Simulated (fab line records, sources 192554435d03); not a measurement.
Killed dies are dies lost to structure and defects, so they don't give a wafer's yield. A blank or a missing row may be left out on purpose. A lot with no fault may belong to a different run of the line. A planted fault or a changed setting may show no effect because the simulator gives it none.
A struck lot beside a sound one | flow n5_finfet | 42 out of 1938 route steps
Sound: these wafers, L786.3, L786.4, L786.6. The struck wafers were L775.3, L775.5, L775.6. The cause is given at the end.
For every step that has rows: the tool of each side, followed by ch and its chambers, followed by its first start. Under that, the readings that differ: sound wafers | struck wafers | difference of the means | sigmas: that difference in standard deviations of wafers without a fault.
alike: words and numbers the same on both sides, and readings whose means are apart by under 2 such deviations; not compared: readings that were withheld, readings missing a value for some wafer, numbers with overlapping values and no deviation given by the record, and bounds like >300 which may hide the same value.
A row with sigmas, a row that says differs or no value, or rows on one side alone: a step with any of these is where the two part. Numbers that have no deviation but don't overlap get no sigmas and don't part them. A reading missing from all wafers of one side parts the sides only when that side holds two or more wafers.

first, 11 steps without rows for these wafers: N5_SD_EPI_N_DESCUM_14 (chemistry O2, time 7.9 s); N5_SD_EPI_N_ETCH_34 (etches SiARC in CF4, target depth 45.5 nm, time 75.8 s); N5_SD_EPI_N_ETCH_35 (etches SOC in N2/H2, overetch 108 nm, time 486 s); N5_SD_EPI_N_STRIP_36 (strips in N2/H2); N5_SD_EPI_N_ETCHBACK_44 (etches SiNx in CH3F/O2, stops on SiO2, target depth 14.5 nm); N5_SD_EPI_N_ETCH_45 (etches SiOCN in CH3F/O2, target depth 6 nm); N5_SD_EPI_N_ETCH_16 (etches SiO2 in CHF3/O2, target depth 5 nm); N5_SD_EPI_N_STRIP_47 (strips in CHF3/O2); N5_SD_EPI_N_SD_RECESS_17 (chemistry HBr/Cl2/O2, target depth 41 nm, time 23.7 s, bt time 3 s); N5_SD_EPI_N_STRIP_38 (strips in N2/H2); N5_SD_EPI_N_WET_ETCH_43 (etches SiO2 in dHF, time 14 s, target depth 1.5 nm).
N5_SD_EPI_N_STRIP_18: strips in SPM, time 750 s.
  sound on wet_bench-06 ch 3,4,5, day 8 19:07; struck on wet_bench-01 ch 0,1,5, day 6 03:54
  alike: bath_heat_duty_pct
then, 8 steps without rows for these wafers: N5_SD_EPI_N_SRD_20 (time 30 s); N5_SD_EPI_N_PRECLEAN_48 (cleans in NF3:NH3, afs cycles 2, time 20 s, sublimation time 60 s); N5_SD_EPI_N_VAPOR_ETCH_50 (etches Si in HCl, time 54 s); N5_SD_EPI_N_EPI_21 (deposits Si:P, time 690 s); N5_SD_EPI_N_PRECLEAN_24 (cleans in O3/DIW, time 60 s); N5_SD_EPI_N_SRD_25 (time 30 s); N5_SD_EPI_N_PRECLEAN_49 (cleans in NF3:NH3, afs cycles 1, time 20 s, sublimation time 60 s); N5_SD_EPI_N_LINER_46 (material SiNx, target thk 3 nm).
N5_SD_EPI_N_INSPECT_26: inspects for defects (darkfield).
  sound on defect_inspect-01, day 8 23:17; struck on defect_inspect-01, day 6 06:58
  reading          | sound       | struck      | difference | sigmas
  raw_defect_count | 305 257 228 | 697 612 639 | +386       | +10
then, 8 steps without rows for these wafers: N5_SD_EPI_P_COAT_34 (time 60 s, resist thk 350 nm); N5_SD_EPI_P_COAT_35 (time 60 s, resist thk 35 nm); N5_SD_EPI_P_COAT_03 (resist thk 150 nm); N5_SD_EPI_P_EBR_05; N5_SD_EPI_P_SOFTBAKE_04 (time 60 s); N5_SD_EPI_P_EXPOSE_06 (exposes mask SD P BLK, target cd 240 nm); N5_SD_EPI_P_PEB_07 (peb time 60 s); N5_SD_EPI_P_DEVELOP_08 (develop time 30 s).
N5_SD_EPI_P_INSPECT_11: inspects for defects (macro).
  sound on defect_inspect-01, day 8 23:44; struck on defect_inspect-01, day 6 07:18
  reading          | sound | struck         | difference | sigmas
  raw_defect_count | 1 3 1 | >300 >300 >300 | differs    |
then, 8 steps without rows for these wafers: N5_SD_EPI_P_DESCUM_14 (chemistry O2, time 7.9 s); N5_SD_EPI_P_ETCH_36 (etches SiARC in CF4, target depth 45.5 nm, time 75.8 s); N5_SD_EPI_P_ETCH_37 (etches SOC in N2/H2, overetch 108 nm, time 486 s); N5_SD_EPI_P_STRIP_38 (strips in N2/H2); N5_SD_EPI_P_ETCHBACK_46 (etches SiNx in CH3F/O2, stops on SiO2, target depth 17.5 nm); N5_SD_EPI_P_ETCH_47 (etches SiOCN in CH3F/O2, target depth 25 nm); N5_SD_EPI_P_ETCH_16 (etches SiO2 in CHF3/O2, target depth 5 nm); N5_SD_EPI_P_STRIP_50 (strips in CHF3/O2).
N5_SD_EPI_P_INSPECT_26: inspects for defects (darkfield).
  sound on defect_inspect-01, day 9 03:41; struck on defect_inspect-02, day 6 11:10
  reading          | sound       | struck      | difference | sigmas
  raw_defect_count | 189 202 145 | 637 601 591 | +431       | +14
N5_SD_ACTIVATION_INSPECT_02: inspects for defects (darkfield).
  sound on defect_inspect-01, day 9 04:28; struck on defect_inspect-02, day 6 11:55
  reading          | sound       | struck      | difference | sigmas
  raw_defect_count | 191 207 148 | 634 596 590 | +425       | +14
-- a jump in the record: the struck wafers' starts before and after are 5 days apart (it breaks off in module SD_ACTIVATION and resumes in module BEOL_M4, where the first step shown is number 1111 of the route) --
N5_BEOL_M4_RC_MEAS_101:
  sound on prober-02 ch 0, day 13 23:01; struck on prober-01 ch 0, day 11 02:27
  reading       | sound       | struck      | difference | sigmas
  ION_N (uA/um) | 690 686 705 | 667 676 665 | -24        | -2
  alike: DIBL_N, DIBL_P, IOFF_N, IOFF_P, ION_P, SS_N, SS_P, VT_N, VT_P
-- a jump in the record: the struck wafers' starts before and after are 4 days apart (it breaks off in module BEOL_M4 and resumes in module PASSIVATION, where the first step shown is number 1936 of the route) --
N5_PASSIVATION_PROBE_49:
  sound on prober-01, day 17 20:17; struck on prober-02, day 15 07:07
  reading                  | sound          | struck         | difference | sigmas
  defect_limited_yield (%) | 93.5 91.4 91.9 | 86.4 81.1 80.8 | -9.5       | -6
  killed_at_front_end      | 24 34 42       | 109 144 143    | +99        | +9
  killed_dies              | 77 102 96      | 161 223 227    | +112       | +6
  killed_on_rim            | 10 15 13       | 28 24 13       | +9         | +2
  sort_bin_5_function (%)  | 4.0 4.6 5.1    | 8.3 12.1 12.7  | +6.5       | +6
  sort_n_pass              | 1103 1078 1084 | 1019 957 953   | -112       | -6
  sort_yield_pct (%)       | 93.5 91.4 91.9 | 86.4 81.1 80.8 | -9.5       | -6
  alike: killed_at_M0_to_M3, killed_at_M4_up, killed_at_contacts, killed_at_other, killed_open, killed_short, sort_bin_6_memory

## WHERE THEY PART
Last at N5_PASSIVATION_PROBE_49 as far as this record goes, first at N5_SD_EPI_N_INSPECT_26.

WHY: whatever the simulator had introduced
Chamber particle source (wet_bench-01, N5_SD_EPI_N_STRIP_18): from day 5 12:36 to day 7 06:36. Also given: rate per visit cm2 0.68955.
